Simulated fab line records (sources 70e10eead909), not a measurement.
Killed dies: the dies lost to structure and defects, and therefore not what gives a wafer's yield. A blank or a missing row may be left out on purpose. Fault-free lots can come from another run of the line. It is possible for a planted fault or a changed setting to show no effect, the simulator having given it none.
Chamber matching || flow nandHarc || NHARC_A_SGD_CUT_DESCUM_14 on rieDiel-07: 4 sister chambers
The step chemistry O2, time 3 s. 7 wafers are shown with their chamber, then 7 later ones without.

WAFERS, EACH WITH ITS CHAMBER
{"wafer": "L076.1", "chamber": 2, "drypumpMotorCurrentA (A)": 6.5, "oesProductAu (a.u.)": 1.008}
{"wafer": "L085.6", "chamber": 1, "drypumpMotorCurrentA (A)": 6.2, "oesProductAu (a.u.)": 1.006}
{"wafer": "L088.1", "chamber": 3, "drypumpMotorCurrentA (A)": 5.4, "oesProductAu (a.u.)": 0.985}
{"wafer": "L088.2", "chamber": 0, "drypumpMotorCurrentA (A)": 5.9, "oesProductAu (a.u.)": 0.994}
{"wafer": "L088.4", "chamber": 1, "drypumpMotorCurrentA (A)": 6.1, "oesProductAu (a.u.)": 1.001}
{"wafer": "L089.2", "chamber": 3, "drypumpMotorCurrentA (A)": 5.4, "oesProductAu (a.u.)": 0.985}
{"wafer": "L089.3", "chamber": 0, "drypumpMotorCurrentA (A)": 5.9, "oesProductAu (a.u.)": 1.000}

WAFERS MISSING THEIR CHAMBER
{"wafer": "L089.6", "drypumpMotorCurrentA (A)": 6.2, "oesProductAu (a.u.)": 1.004}
{"wafer": "L092.2", "drypumpMotorCurrentA (A)": 6.2, "oesProductAu (a.u.)": 0.976}
{"wafer": "L092.3", "drypumpMotorCurrentA (A)": 5.4, "oesProductAu (a.u.)": 1.003}
{"wafer": "L092.5", "drypumpMotorCurrentA (A)": 6.5, "oesProductAu (a.u.)": 0.998}
{"wafer": "L097.2", "drypumpMotorCurrentA (A)": 6.2, "oesProductAu (a.u.)": 1.002}
{"wafer": "L097.3", "drypumpMotorCurrentA (A)": 6.5, "oesProductAu (a.u.)": 1.010}
{"wafer": "L097.6", "drypumpMotorCurrentA (A)": 5.9, "oesProductAu (a.u.)": 0.993}

CHAMBER TAKEN BY EACH
{"wafer": "L089.6", "from the rows above": 1, "in truth": 1}
{"wafer": "L092.2", "from the rows above": "can't be placed: 1 or 0", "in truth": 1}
{"wafer": "L092.3", "from the rows above": 3, "in truth": 3}
{"wafer": "L092.5", "from the rows above": 2, "in truth": 2}
{"wafer": "L097.2", "from the rows above": 1, "in truth": 1}
{"wafer": "L097.3", "from the rows above": 2, "in truth": 2}
{"wafer": "L097.6", "from the rows above": 0, "in truth": 0}
Correct placement for 6 of the 7. From these rows, 1 cannot be placed; in 1 the true chamber is one of the candidates. 0 placed wrongly.
How it was worked out, from the rows above alone: a wafer's distance from a chamber is the root of the sum, over the readings, of the square of ((its reading less the chamber's mean) divided by the reading's scatter). If the next closest chamber is less than 2 further off than the closest, the wafer can't be placed; otherwise it belongs to the closest. The mean given for a chamber averages the wafers shown for that chamber. How the scatter is found: for the shown wafers, subtract from each reading the mean of its chamber, square and add these, divide the total by (wafers less chambers), then take the root.
